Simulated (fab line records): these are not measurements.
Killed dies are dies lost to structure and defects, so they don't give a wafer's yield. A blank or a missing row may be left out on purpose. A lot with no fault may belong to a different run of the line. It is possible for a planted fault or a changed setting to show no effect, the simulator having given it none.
fab line records | flow n5_finfet
record: lots: 5 wafers: 14 last_day: 19
route steps=1938 shown MOL_CONTACT_COAG@520 BEOL_M4@1111 PASSIVATION@1936
lots with no fault: from the same line, run without faults
start_h: hours from the record's first day to the start of the lot's first wafer shown | wait_h: how many hours have passed since the lot's step before this one | " as in the row above | L1.1+2: a row that stands for several wafers | - either no value or no given start | * or withheld: withheld | < > ~ a bound
route shown NAME@n: a module of which the file shows steps, and the number in the route of the first | usual: the fault-free wafers' mean and standard deviation | same: alike in all rows | chamber/n: place in a boat | sites: each site's reading | _std_site: standard deviation across them | _edge_site: mean of outer sites minus mean of inner sites | radius_mm: how far each site lies from the wafer's centre | mask NAME#n: copy n | behind: tool/chamber where the wafer was last shaped | hold: what put the lot on hold/how long, in hours/how the hold closed | device: names the non-switching transistor (n, p or np) | end of line: the same wafers' tests at the end of the route | a step given without rows: its recipe and nothing more | killed: dies that structure and defects cost at the first sort, which is not the same as the wafer's yield | map: shows each die of a wafer: x if killed, . if not, _ if none is there
set.NAME: setting as actually run; set.NAME@STEP: the setting as run at that earlier step | model.NAME: the simulator's own value behind a step, which no gauge read
certain route steps with their lots: each step a table, each wafer a row
services: the hour from which a tool's chamber was out of use, counted from the record's first day as start_h (under 0 if before that day), plus the number of hours and why
== steps ==
step: N5_MOL_CONTACT_COAG_COAT_02
recipe: resist: CAR-EUV spin_rpm: 1500 resist_thk_nm: 30
step: N5_MOL_CONTACT_COAG_EBR_04
recipe: solvent: PGMEA ebr_width_mm: 1.5
step: N5_MOL_CONTACT_COAG_SOFTBAKE_03
recipe: temp_c: 110 time_s: 60 resist: CAR-EUV
step: N5_MOL_CONTACT_COAG_EXPOSE_05
recipe: mask_id: CA na: 0.33 source_shape: annular sigma_inner: 0.4 sigma_outer: 0.8 polarization: unpolarized defocus_nm: 0 dose_mj: 38.25
step: N5_MOL_CONTACT_COAG_PEB_06
recipe: peb_temp_c: 100 peb_time_s: 60 resist: CAR-EUV
step: N5_MOL_CONTACT_COAG_DEVELOP_07
recipe: develop_time_s: 30 developer: TMAH resist: CAR-EUV rinse_liquid: surfactant_rinse dry: air_spin dev_temp_c: 23
step: N5_MOL_CONTACT_COAG_CD_MEAS_08
recipe: target_cd_nm: 28 landing_energy_ev: 500 detector: se_inlens polarity: opening
usual: cd_nm: 28.07/0.28
columns lot.wafer tool chamber start_h wait_h cd_nm
L280.3 cd_sem-01 0 112.82 - 27.88
L280.4 " 0 " " 28.23
L280.5 " 0 " " 27.95
L289.3 cd_sem-03 0 164.96 - 28.35
L289.4 " 0 " " 28.49
L292.1 cd_sem-03 0 182.59 - 28.08
L292.3 " 0 " " 28.39
L292.6 " 0 " " 28.34
L295.1 cd_sem-03 0 200.37 - 28.36
L295.2 " 0 " " 28.15
L295.5 " 0 " " 28.52
L297.1 cd_sem-03 0 217.47 - 27.64
L297.2 " 0 " " 28.41
L297.4 " 0 " " 27.90
step: N5_MOL_CONTACT_COAG_OVL_MEAS_09
recipe: points_per_wafer: 522
usual: CA_OVL: -0.1/0.73
columns lot.wafer tool chamber start_h wait_h CA_OVL[nm]
L280.3 overlay-02 0 112.86 0.0 0.8
L280.4 " 0 " " -0.5
L280.5 " 0 " " 0.0
L289.3 overlay-02 0 165.00 0.0 -0.4
L289.4 " 0 " " 1.3
L292.1 overlay-01 0 182.62 0.0 0.7
L292.3 " 0 " " 1.5
L292.6 " 0 " " 0.4
L295.1 overlay-01 0 200.40 0.0 0.3
L295.2 " 0 " " -1.1
L295.5 " 0 " " -0.2
L297.1 overlay-02 0 217.50 0.0 -0.9
L297.2 " 0 " " -2.4
L297.4 " 0 " " -1.5
step: N5_MOL_CONTACT_COAG_INSPECT_10
recipe: mode: adi inspect_instrument: brightfield
usual: raw_defect_count: 69/24
columns lot.wafer tool chamber start_h wait_h raw_defect_count
L280.3 defect_inspect-02 - 112.91 0.0 65
L280.4 " - " " 63
L280.5 " - " " 58
L289.3 defect_inspect-01 - 165.05 0.0 66
L289.4 " - " " 63
L292.1 defect_inspect-01 - 182.68 0.1 52
L292.3 " - " " 64
L292.6 " - " " 96
L295.1 defect_inspect-02 - 200.46 0.1 85
L295.2 " - " " 87
L295.5 " - " " 101
L297.1 defect_inspect-01 - 217.55 0.1 89
L297.2 " - " " 73
L297.4 " - " " 47
step: N5_MOL_CONTACT_COAG_DESCUM_13
recipe: chemistry: O2 time_s: 7 source_power_w: 50 bias_power_w: 20 pressure_mtorr: 20 rf_frequency_hz: 2.712e+07 temp_c: 40 resist: CAR-EUV o2_flow_sccm: 225
step: N5_MOL_CONTACT_COAG_ETCH_59
recipe: chemistry: N2/H2 target: underlayer target_depth_a: 130 mask_material: CAR-EUV time_s: 10.4 ion_energy_ev: 200 pressure_mtorr: 30 source_w: 840 bias_w: 150 n2_flow_sccm: 200 h2_flow_sccm: 200 ends: cleared
usual: drypump_motor_current_A: 5.6/0.49 etch_rf_on_time_s: 10.44/0.28 oes_product_au: 0.68/0.077 rf_vpp_V: 523.4/2.1 showerhead_plenum_p_Torr: 2.53/0.063 throttle_valve_pct: 17.84/0.28
columns lot.wafer tool chamber start_h wait_h drypump_motor_current_A etch_rf_on_time_s oes_product_au rf_hours_counter_h rf_vpp_V showerhead_plenum_p_Torr throttle_valve_pct
L280.3 rie_diel-05 0 113.04 0.0 5.7 10.62 0.61 203 523.6 2.54 18.06
L280.4 " 3 " " 6.6 10.49 0.57 242 522.3 2.51 17.86
L280.5 " 1 " " 5.8 10.32 0.61 - 521.4 2.41 18.03
L289.3 rie_diel-06 2 165.12 0.0 4.6 10.41 0.71 82 524.3 2.57 18.04
L289.4 " 0 " " 5.5 10.72 0.71 61 524.0 2.59 17.67
L292.1 rie_diel-05 1 182.75 0.0 5.8 10.09 0.60 215 519.8 2.40 18.09
L292.3 " 0 " " 5.7 10.34 0.61 229 523.0 2.53 18.12
L292.6 " 3 " " 6.6 10.06 0.79 - 523.2 2.50 17.43
L295.1 rie_diel-05 2 201.15 0.0 6.1 9.96 0.82 11 525.0 2.58 17.42
L295.2 " 3 " " 6.6 10.18 0.77 20 522.8 2.50 17.44
L295.5 " 1 " " 5.8 10.24 0.60 - 520.4 2.40 18.08
L297.1 rie_diel-05 0 217.83 0.0 5.7 10.34 0.60 240 522.2 2.52 18.15
L297.2 " 1 " " 5.8 10.28 0.59 226 520.8 2.40 18.12
L297.4 " 3 " " 6.6 10.19 0.76 25 524.0 2.50 17.47
step: N5_MOL_CONTACT_COAG_ETCH_105
recipe: chemistry: CF4 target: SiARC target_depth_a: 156 mask_material: CAR-EUV time_s: 26 ion_energy_ev: 80 pressure_mtorr: 40 source_w: 545 bias_w: 36 Ar_flow_sccm: 100 cf4_flow_sccm: 100 ends: cleared
step: N5_MOL_CONTACT_COAG_ETCH_106
recipe: chemistry: N2/H2 target: SOC target_depth_a: 800 overetch_a: 160 mask_material: SiARC temp_c: 40 time_s: 120 ion_energy_ev: 200 pressure_mtorr: 30 source_w: 840 bias_w: 150 n2_flow_sccm: 200 h2_flow_sccm: 200
usual: drypump_motor_current_A: 5.6/0.49 oes_product_au: 0.71/0.076 rf_vpp_V: 523.3/2 showerhead_plenum_p_Torr: 2.53/0.063 throttle_valve_pct: 17.81/0.28
columns lot.wafer tool chamber start_h wait_h drypump_motor_current_A oes_product_au rf_hours_counter_h rf_vpp_V showerhead_plenum_p_Torr throttle_valve_pct model.SiARC_of_MOL_CONTACT_COAG_COAT_104.thk_nm model.MOL_CONTACT_COAG.cd_offset_nm
L280.3 rie_diel-05 0 113.09 0.0 5.7 0.66 203 522.4 2.54 18.04 6.4 0.2
L280.4 " 3 " " 6.6 0.61 242 523.1 2.51 17.79 6.2 0
L280.5 " 1 " " 5.8 0.63 - 520.3 2.41 18.00 6.2 -0.2
L289.3 rie_diel-06 2 165.16 0.0 4.6 0.74 82 526.1 2.57 18.00 4.4 0.8
L289.4 " 0 " " 5.5 0.76 61 524.9 2.59 17.64 4.8 0.8
L292.1 rie_diel-05 1 182.79 0.0 5.8 0.62 215 520.4 2.40 18.05 6.2 0.2
L292.3 " 0 " " 5.7 0.64 229 524.7 2.53 18.10 6.4 0.4
L292.6 " 3 " " 6.6 0.81 - 522.2 2.50 17.40 6.2 0.2
L295.1 rie_diel-05 2 201.20 0.0 6.1 0.83 11 526.3 2.58 17.39 6.2 0.4
L295.2 " 3 " " 6.6 0.80 20 521.6 2.50 17.43 6 0
L295.5 " 1 " " 5.8 0.62 - 520.8 2.40 18.06 6.2 0.2
L297.1 rie_diel-05 0 217.88 0.0 5.7 0.63 240 523.6 2.52 18.11 6.4 0.4
L297.2 " 1 " " 5.8 0.63 226 519.7 2.40 18.09 6 -0.2
L297.4 " 3 " " 6.6 0.79 25 522.1 2.50 17.41 6.2 -0.2
step: N5_MOL_CONTACT_COAG_STRIP_107
recipe: chemistry: N2/H2 temp_c: 40 n2_flow_sccm: 200 h2_flow_sccm: 200 rf_frequency_hz: 6e+07
step: N5_MOL_CONTACT_COAG_STRIP_108
recipe: chemistry: N2/H2 temp_c: 40 n2_flow_sccm: 200 h2_flow_sccm: 200 rf_frequency_hz: 6e+07
step: N5_MOL_CONTACT_COAG_CONTACT_ETCH_14
recipe: chemistry: C4F6/O2 target: SiO2 target_depth_a: 275 overetch_a: 85 mask_material: SOC pressure_mtorr: 30 source_w: 370 bias_w: 185 Ar_flow_sccm: 300 C4F6_flow_sccm: 16 O2_flow_sccm: 10 time_s: 20 ion_energy_ev: 259.6
step: N5_MOL_CONTACT_COAG_STRIP_109
recipe: chemistry: C4F6/O2 resist: SiARC rf_frequency_hz: 6e+07
step: N5_MOL_CONTACT_COAG_ETCH_15
recipe: chemistry: CH3F/O2 target: SiNx target_depth_a: 70 mask_material: SOC stop_on: Si:P over_etch_frac: 0.75 ion_energy_ev: 120 pressure_mtorr: 30 source_w: 395 bias_w: 73 Ar_flow_sccm: 150 CH3F_flow_sccm: 30 O2_flow_sccm: 20
step: N5_MOL_CONTACT_COAG_ETCH_110
recipe: chemistry: CF4/O2 target: Si target_depth_a: 25 time_s: 8 pressure_mtorr: 100 source_w: 200 bias_w: 12 ion_energy_ev: 60 Ar_flow_sccm: 100 cf4_flow_sccm: 100 O2_flow_sccm: 10
usual: drypump_motor_current_A: 5.6/0.49 oes_product_au: 0.80/0.091 rf_vpp_V: 127.7/2.7 showerhead_plenum_p_Torr: 2.21/0.055 throttle_valve_pct: 10.7/0.3
columns lot.wafer tool chamber start_h wait_h drypump_motor_current_A oes_product_au rf_hours_counter_h rf_vpp_V showerhead_plenum_p_Torr throttle_valve_pct model.MOL_CONTACT_COAG.cd_offset_nm
L280.3 rie_diel-05 0 113.28 0.0 5.7 0.73 203 126.0 2.21 10.9 0
L280.4 " 3 " " 6.6 0.67 242 130.7 2.19 10.9 -0.2
L280.5 " 1 " " 5.8 0.71 - 127.7 2.12 11.0 -0.2
L289.3 rie_diel-06 2 165.36 0.0 4.6 0.83 82 130.5 2.24 10.8 1
L289.4 " 0 " " 5.5 0.83 61 128.7 2.27 10.4 0.6
L292.1 rie_diel-05 1 182.99 0.0 5.8 0.70 215 127.7 2.12 11.1 0.2
L292.3 " 0 " " 5.7 0.71 229 126.2 2.20 11.0 0.4
L292.6 " 3 " " 6.6 0.92 - 130.4 2.18 10.2 0.4
L295.1 rie_diel-05 2 201.40 0.0 6.1 0.96 11 128.1 2.27 10.2 0.4
L295.2 " 3 " " 6.6 0.91 20 131.5 2.18 10.2 0.4
L295.5 " 1 " " 5.8 0.70 - 129.1 2.11 11.1 0.2
L297.1 rie_diel-05 0 218.07 0.0 5.7 0.71 240 123.9 2.19 11.0 0.4
L297.2 " 1 " " 5.8 0.70 226 130.0 2.11 11.1 -0.2
L297.4 " 3 " " 6.6 0.90 25 131.9 2.18 10.2 0
step: N5_MOL_CONTACT_COAG_STRIP_98
recipe: chemistry: N2/H2 power_w: 500 temp_c: 40 pressure_mtorr: 50 rf_frequency_hz: 6e+07 overash_fraction: 0.3 bias_power_w: 8 h2_frac: 0.5 n2_flow_sccm: 300 h2_flow_sccm: 300
step: N5_MOL_CONTACT_COAG_CD_MEAS_99
recipe: target_cd_nm: 17.2 polarity: opening
usual: cd_nm: 17.2/0.34
columns lot.wafer tool chamber start_h wait_h cd_nm
L280.3 cd_sem-01 - 113.40 - 17.4
L280.4 " - " " 17.2
L280.5 " - " " 16.8
L289.3 cd_sem-03 - 165.48 - 18.1
L289.4 " - " " 18.1
L292.1 cd_sem-03 - 183.11 - 17.5
L292.3 " - " " 17.7
L292.6 " - " " 17.8
L295.1 cd_sem-02 - 201.52 - 17.5
L295.2 " - " " 17.6
L295.5 " - " " 17.6
L297.1 cd_sem-01 - 218.19 - 17.7
L297.2 " - " " 16.8
L297.4 " - " " 17.4
step: N5_MOL_CONTACT_COAG_IMPLANT_129
recipe: species: Ge energy_kev: 3 dose_cm2: 6e+14 tilt_deg: 0 rotation_deg: 0
step: N5_MOL_CONTACT_COAG_PRECLEAN_111
recipe: chemistry: NF3:NH3 afs_cycles: 1 temp_c: 30 time_s: 20 sublimation_temp_c: 180 sublimation_time_s: 60 pressure_torr: 3 rf_power_w: 30
step: N5_MOL_CONTACT_COAG_TI_SIL_19
recipe: material: Ti target_thk_a: 42 temp_c: 200 chamber_pressure_pa: 5 power_w: 5000 time_s: 15
usual: throttle_valve_pct: 30.1/1.2
columns lot.wafer tool chamber start_h wait_h throttle_valve_pct
L280.3 pvd_sputter-02 - 113.88 0.1 31.2
L280.4 " - " " 29.9
L280.5 " - " " 30.1
L289.3 pvd_sputter-03 - 166.80 0.2 30.4
L289.4 " - " " 29.5
L292.1 pvd_sputter-02 - 184.25 0.2 30.6
L292.3 " - " " 28.2
L292.6 " - " " 30.3
L295.1 pvd_sputter-01 - 202.68 0.3 31.6
L295.2 " - " " 28.1
L295.5 " - " " 30.5
L297.1 pvd_sputter-01 - 218.64 0.2 31.4
L297.2 " - " " 28.2
L297.4 " - " " 31.4
step: N5_MOL_CONTACT_COAG_ALD_20
recipe: material: TiN target_thk_a: 15 temp_c: 400 ald_precursor_family: TiCl4 ald_co_reactant: NH3 pulse_time_s: 1 purge_time_s: 3 co_reactant_purge_time_s: 2 co_reactant_pulse_time_s: 2 ald_cycles: 68 pressure_torr: 3
step: N5_MOL_CONTACT_COAG_SIL_ANNEAL_21
recipe: temp_c: 550 time_s: 60 ambient: N2
step: N5_MOL_CONTACT_COAG_PRE_CLEAN_141
recipe: gas: H2/He time_s: 60 temp_c: 300
step: N5_MOL_CONTACT_COAG_SPUTTER_143
recipe: material: Co target_thk_a: 25 temp_c: 25 chamber_pressure_pa: 0.2
usual: throttle_valve_pct: 30.2/1.2
columns lot.wafer tool chamber start_h wait_h throttle_valve_pct
L280.3 pvd_sputter-03 - 115.88 0.0 31.0
L280.4 " - " " 29.1
L280.5 " - " " 29.0
L289.3 pvd_sputter-02 - 168.77 0.0 30.5
L289.4 " - " " 28.2
L292.1 pvd_sputter-02 - 185.11 0.0 31.6
L292.3 " - " " 30.1
L292.6 " - " " 31.2
L295.1 pvd_sputter-02 - 204.01 0.0 30.1
L295.2 " - " " 30.6
L295.5 " - " " 31.5
L297.1 pvd_sputter-03 - 219.61 0.0 30.7
L297.2 " - " " 28.8
L297.4 " - " " 30.1
step: N5_MOL_CONTACT_COAG_CO_FILL_22
recipe: material: Co target_thk_a: 200 temp_c: 200 precursor: CCTBA/H2 pressure_torr: 30
step: N5_MOL_CONTACT_COAG_ANNEAL_113
recipe: temp_c: 400 time_s: 300 ambient: H2/N2
step: N5_MOL_CONTACT_COAG_PRE_CLEAN_142
recipe: gas: H2/He time_s: 60 temp_c: 300
step: N5_MOL_CONTACT_COAG_SPUTTER_130
recipe: material: Co target_thk_a: 475 temp_c: 25 chamber_pressure_pa: 0.5 power_w: 3000
usual: throttle_valve_pct: 30.1/1.2
columns lot.wafer tool chamber start_h wait_h throttle_valve_pct
L280.3 pvd_sputter-02 - 121.14 0.0 31.3
L280.4 " - " " 30.6
L280.5 " - " " 30.0
L289.3 pvd_sputter-01 - 171.75 0.0 31.6
L289.4 " - " " 31.2
L292.1 pvd_sputter-01 - 188.06 0.0 30.4
L292.3 " - " " 30.9
L292.6 " - " " 30.9
L295.1 pvd_sputter-01 - 208.33 0.0 30.8
L295.2 " - " " 31.7
L295.5 " - " " 31.8
L297.1 pvd_sputter-02 - 221.40 0.0 28.1
L297.2 " - " " 30.0
L297.4 " - " " 31.5
step: N5_MOL_CONTACT_COAG_PRECLEAN_125
recipe: chemistry: DIW time_s: 57.5 temp_c: 23
step: N5_MOL_CONTACT_COAG_SRD_126
recipe: dry_time_s: 32 dry: n2_spin spin_rpm: 1500
step: N5_MOL_CONTACT_COAG_CMP_23
recipe: stop_on: SiO2 t_overpolish_s: 1.5 post_cmp_clean: cu_alkaline down_force_psi: 2 platen_rpm: 50.289 pad_velocity_m_s: 1.0006 target_thk_nm: 0
step: N5_MOL_CONTACT_COAG_WET_ETCH_26
recipe: target: Co target_depth_nm: 13
step: N5_MOL_CONTACT_COAG_WET_ETCH_116
recipe: chemistry: SC1-inhibited target_depth_nm: 4.6 dry: ipa_marangoni rinse_time_s: 30 rinse_temp_c: 23
step: N5_MOL_CONTACT_COAG_ALD_27
recipe: material: SiOC target_thk_a: 170 temp_c: 400 ald_precursor_family: carbosiloxane ald_co_reactant: H2-plasma pulse_time_s: 1.5 time_s: 2720 purge_time_s: 2 co_reactant_purge_time_s: 2 ald_cycles: 340 pressure_torr: 2
step: N5_MOL_CONTACT_COAG_CMP_28
recipe: stop_on: SiNx t_overpolish_s: 0.85 post_cmp_clean: alkaline_brush down_force_psi: 4.15 platen_rpm: 51.8 pad_velocity_m_s: 1.0307 target_thk_nm: 14.522
usual: motor_current_A: 12.1/1 platen_rpm: 51.80/0.035 time_to_endpoint_s: 5.0/2.3
same: t_overpolish_s: 0.85
columns lot.wafer tool chamber start_h wait_h motor_current_A platen_rpm time_to_endpoint_s
L280.3 cmp-02 0 123.79 0.9 11.7 51.80 4.8
L280.4 " 1 " " 13.0 51.82 4.2
L280.5 " 2 " " 12.0 51.82 5.9
L289.4 cmp-01 0 174.32 0.8 8.9 51.78 7.4
L289.3 " 2 " " 12.2 51.79 6.2
L292.3 cmp-03 1 191.98 0.8 12.3 51.82 2.4
L292.1 " 3 " " 12.5 51.79 3.6
L292.6 " 1 " " 11.5 51.80 2.0
L295.1 cmp-01 2 210.99 0.9 11.7 51.76 5.2
L295.2 " 3 " " 13.0 51.75 5.6
L295.5 " 1 " " 12.7 51.80 5.7
L297.1 cmp-03 2 224.45 0.8 12.8 51.79 3.5
L297.4 " 3 " " 13.0 51.80 2.5
L297.2 " 0 " " 11.7 51.80 2.9
step: N5_MOL_CONTACT_COAG_THK_MEAS_29
recipe: reads: SiNx_of_GATE_CUT_PECVD_57+SiNx_of_GATE_CUT_SAC_CAP_01
usual: MD_CAP_THK: 17.93/0.088
columns lot.wafer tool chamber start_h wait_h MD_CAP_THK[nm]
L280.3 film_metro-02 - 124.01 - 18.07
L280.4 " - " " 17.92
L280.5 " - " " 17.87
L289.3 film_metro-01 - 174.62 - 18.00
L289.4 " - " " 17.87
L292.1 film_metro-01 - 192.28 - 17.99
L292.3 " - " " 17.87
L292.6 " - " " 17.85
L295.1 film_metro-02 - 211.21 - 17.91
L295.2 " - " " 18.02
L295.5 " - " " 18.08
L297.1 film_metro-02 - 224.71 - 17.83
L297.2 " - " " 17.93
L297.4 " - " " 17.85
step: N5_BEOL_M4_RC_MEAS_101
usual: DIBL_N: 36.3/1.7 DIBL_P: 36.5/2.1 IOFF_N: 0.16/0.03 IOFF_P: 0.22/0.035 ION_N: 675/11 ION_P: 465/7.1 RC_DENSE_N: 19.0/0.47 RC_DENSE_P: 23.7/0.61 RC_N: 15.5/0.36 RC_P: 19.3/0.47 SS_N: 71.5/0.62 SS_P: 73.3/0.64 VT_N: 250/3.1 VT_P: -249.1/3
columns lot.wafer tool chamber start_h wait_h DIBL_N[mV/V] DIBL_P[mV/V] IOFF_N[nA/um] IOFF_P[nA/um] ION_N[uA/um] ION_P[uA/um] RC_DENSE_N[ohm.um] RC_DENSE_P[ohm.um] RC_N[ohm.um] RC_P[ohm.um] SS_N[mV/dec] SS_P[mV/dec] VT_N[mV] VT_P[mV]
L280.3 prober-01 0 190.46 0.3 35.0 36.2 0.15 0.21 666 464 18.5 23.0 15.2 18.8 71.9 72.5 253 -250.3
L280.4 " 0 " " 34.3 35.5 0.14 0.20 676 464 19.1 23.8 15.6 19.4 71.3 72.9 254 -251.1
L280.5 " 0 " " 37.5 39.4 0.20 0.27 684 472 19.4 24.0 15.7 19.7 72.1 74.4 246 -244.4
L289.3 prober-02 0 285.61 0.3 38.7 39.7 0.21 0.29 693 477 17.8 22.2 14.4 18.1 71.7 74.1 245 -243.7
L289.4 " 0 " " 36.3 36.8 0.16 0.24 688 474 17.6 22.0 14.5 18.1 71.0 73.9 248 -248.7
L295.1 prober-02 0 303.34 0.0 37.4 38.4 0.19 0.22 678 456 18.6 23.0 15.2 19.0 72.4 73.4 247 -251.5
L295.2 " 0 " " 35.2 35.1 0.13 0.17 661 455 18.6 23.7 15.5 19.1 71.6 73.1 252 -253.8
L295.5 " 0 " " 38.4 39.3 0.20 0.24 668 455 18.9 23.7 15.7 19.4 71.8 73.9 248 -248.0
L292.1 prober-02 0 324.84 0.0 34.0 35.5 0.15 0.19 673 461 18.7 23.5 15.3 19.1 71.8 72.8 247 -250.5
L292.3 " 0 " " 32.5 34.6 0.13 0.18 652 449 18.1 22.7 14.9 18.6 69.9 73.1 253 -250.0
L292.6 " 0 " " 33.7 36.5 0.14 0.21 664 464 18.4 23.3 15.1 19.0 71.2 73.8 251 -247.5
L297.1 prober-01 0 327.19 0.0 38.0 38.1 0.19 0.23 695 465 18.6 22.9 15.2 18.6 71.6 73.8 245 -249.2
L297.2 " 0 " " 38.3 36.0 0.18 0.19 660 452 19.3 24.0 15.5 19.3 72.7 71.6 250 -254.6
L297.4 " 0 " " 39.9 39.1 0.21 0.24 680 461 19.4 24.0 15.7 19.6 71.8 74.6 246 -252.0
step: N5_PASSIVATION_PROBE_49
usual: defect_limited_yield: 91.2/1.4 killed_at_M0_to_M3: 36/10 killed_at_M4_up: 13/5.1 killed_at_contacts: 12/5.4 killed_at_front_end: 39/11 killed_at_other: 3.5/2.4 killed_dies: 104/17 killed_open: 67/13 killed_short: 36/8.3 sort_bin_5_function: 5.2/0.98 sort_bin_6_memory: 3.3/0.68 sort_n_pass: 1076/17 sort_yield_pct: 91.2/1.4
same: gross_dies: 1180 killed_at_back_side: 0 sort_bin_4_leakage[%]: 0 sort_bin_8_speed[%]: 0
columns lot.wafer tool chamber start_h wait_h defect_limited_yield[%] killed_at_M0_to_M3 killed_at_M4_up killed_at_contacts killed_at_front_end killed_at_other killed_dies killed_open killed_short sort_bin_5_function[%] sort_bin_6_memory[%] sort_n_pass sort_yield_pct[%]
L292.6 prober-01 - 459.81 0.3 91.9 50 10 5 28 3 96 66 26 5.1 2.8 1084 91.9
killed by level:class
L292.6 BEOL_M0_SAQP:geometric_particle:open=16 BEOL_M2:geometric_particle:open=14 BEOL_M0_SAQP:geometric_particle:short=8 FIN_SAQP:geometric_particle:open=6 FIN_SAQP:geometric_particle:short=6 STI_FIN_REVEAL:geometric_particle:open=5 MOL_CONTACT_COAG:geometric_particle:open=4 BEOL_M3:geometric_particle:open=4
== services ==
columns tool chamber start_h hours kind
cmp-02 - 91.30 0.6 repair
rie_diel-05 - 106.30 2.8 pm
rie_diel-06 1 121.89 3.9 repair
cmp-01 - 125.49 4.0 pm
rie_diel-05 3 134.17 - clean
rie_diel-05 3 134.17 - consumable_replace:focus_ring
rie_diel-05 3 134.17 13.7 scheduled_down
rie_diel-05 3 134.17 13.7 vent_cycle
rie_diel-05 2 147.93 - clean
rie_diel-05 2 147.93 - consumable_replace:focus_ring
rie_diel-05 2 147.93 15.4 scheduled_down
rie_diel-05 2 147.93 15.4 vent_cycle
cmp-02 - 148.68 4.5 pm
cmp-01 - 150.71 1.7 repair
cmp-02 - 157.30 15.4 pm
rie_diel-06 1 168.38 3.6 repair
cmp-01 - 187.08 7.0 pm
cmp-02 - 194.57 0.9 repair
cmp-02 - 197.27 4.0 pm
rie_diel-06 3 219.64 - clean
rie_diel-06 3 219.64 - consumable_replace:focus_ring
rie_diel-06 3 219.64 19.4 scheduled_down
rie_diel-06 3 219.64 19.4 vent_cycle
cmp-02 - 220.92 0.7 repair
== key ==
first_sign: step: N5_MOL_CONTACT_COAG_CD_MEAS_99 reading: cd_nm direction: up sigmas: 2.5 usual: 17.2 struck: 18.1
effect: step: N5_BEOL_M4_RC_MEAS_101 reading: RC_N direction: down sigmas: 2.8 usual: 15.5 struck: 14.5
effect: step: N5_BEOL_M4_RC_MEAS_101 reading: RC_DENSE_N direction: down sigmas: 2.8 usual: 19.0 struck: 17.7
effect: step: N5_BEOL_M4_RC_MEAS_101 reading: RC_DENSE_P direction: down sigmas: 2.7 usual: 23.7 struck: 22.1
effect: step: N5_BEOL_M4_RC_MEAS_101 reading: RC_P direction: down sigmas: 2.6 usual: 19.3 struck: 18.1
model_effect: step: N5_MOL_CONTACT_COAG_ETCH_106 value: SiARC_of_MOL_CONTACT_COAG_COAT_104.thk_nm without: 6.4 struck: 4.6
model_effect: step: N5_MOL_CONTACT_COAG_ETCH_110 value: MOL_CONTACT_COAG.cd_offset_nm without: 0.1 struck: 0.8
met_at N5_MOL_CONTACT_COAG_ETCH_106
struck_wafers L289.3,L289.4
also_fits N5_MOL_CONTACT_COAG_ETCH_59:rie_diel-06,N5_MOL_CONTACT_COAG_ETCH_110:rie_diel-06
fault: kind: process_parameter_drift tool: rie_diel-06 chamber: - onset_h: 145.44 steps: N5_MOL_CONTACT_COAG_ETCH_106 channel: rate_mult offset: 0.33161 shape: step end_h: 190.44 scope: struck_wafers_only
